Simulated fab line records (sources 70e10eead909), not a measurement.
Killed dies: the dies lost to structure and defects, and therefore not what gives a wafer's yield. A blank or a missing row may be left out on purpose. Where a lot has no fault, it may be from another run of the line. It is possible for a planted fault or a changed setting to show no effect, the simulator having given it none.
Chamber matching / flow nand harc / 4 sister chambers for NHARC_P_M0_STRIP_18 on rie diel-03
The step strips in N2/H2. 8 wafers are shown with their chamber, then 10 later ones without.

## EACH WAFER AND ITS CHAMBER
wafer=L076.6; chamber=3; drypump motor current A (A)=5.3; oes product au (a.u.)=0.997
wafer=L082.1; chamber=3; drypump motor current A (A)=5.3; oes product au (a.u.)=0.994
wafer=L082.2; chamber=1; drypump motor current A (A)=5.5; oes product au (a.u.)=1.007
wafer=L084.1; chamber=2; drypump motor current A (A)=5.7; oes product au (a.u.)=1.002
wafer=L084.2; chamber=0; drypump motor current A (A)=4.9; oes product au (a.u.)=1.014
wafer=L084.3; chamber=1; drypump motor current A (A)=5.5; oes product au (a.u.)=0.988
wafer=L083.1; chamber=0; drypump motor current A (A)=4.8; oes product au (a.u.)=1.007
wafer=L083.2; chamber=2; drypump motor current A (A)=5.7; oes product au (a.u.)=0.993

## WAFERS WITHOUT THEIR CHAMBER
wafer=L083.3; drypump motor current A (A)=5.3; oes product au (a.u.)=0.988
wafer=L093.2; drypump motor current A (A)=4.8; oes product au (a.u.)=0.995
wafer=L093.3; drypump motor current A (A)=5.6; oes product au (a.u.)=0.986
wafer=L093.6; drypump motor current A (A)=5.3; oes product au (a.u.)=1.014
wafer=L094.2; drypump motor current A (A)=5.7; oes product au (a.u.)=0.997
wafer=L094.4; drypump motor current A (A)=5.4; oes product au (a.u.)=1.010
wafer=L094.5; drypump motor current A (A)=4.9; oes product au (a.u.)=0.990
wafer=L096.2; drypump motor current A (A)=5.2; oes product au (a.u.)=1.015
wafer=L096.4; drypump motor current A (A)=5.6; oes product au (a.u.)=0.996
wafer=L096.5; drypump motor current A (A)=5.2; oes product au (a.u.)=1.012

## EACH ONE'S CHAMBER
wafer=L083.3; from the rows above=3; in truth=3
wafer=L093.2; from the rows above=0; in truth=0
wafer=L093.3; from the rows above=can't be placed: 1 or 2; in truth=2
wafer=L093.6; from the rows above=3; in truth=3
wafer=L094.2; from the rows above=2; in truth=2
wafer=L094.4; from the rows above=can't be placed: 1 or 3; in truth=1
wafer=L094.5; from the rows above=0; in truth=0
wafer=L096.2; from the rows above=3; in truth=3
wafer=L096.4; from the rows above=can't be placed: 1 or 2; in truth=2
wafer=L096.5; from the rows above=3; in truth=3
Correctly placed: 7 of 10. These rows do not allow placing 3 (true chamber among the candidates in 3). Placed wrongly: 0.
How it was worked out, from the rows above alone: a wafer's distance from a chamber is the root of the sum, over the readings, of the square of ((its reading less the chamber's mean) divided by the reading's scatter). The wafer belongs to the nearest chamber; if the next one is less than 2 further off, it can't be placed. For every chamber, the mean is computed from those of its wafers that are shown. The scatter: the root of (the sum of the squares of (reading less its chamber's mean) over the shown wafers, divided by (wafers less chambers)).
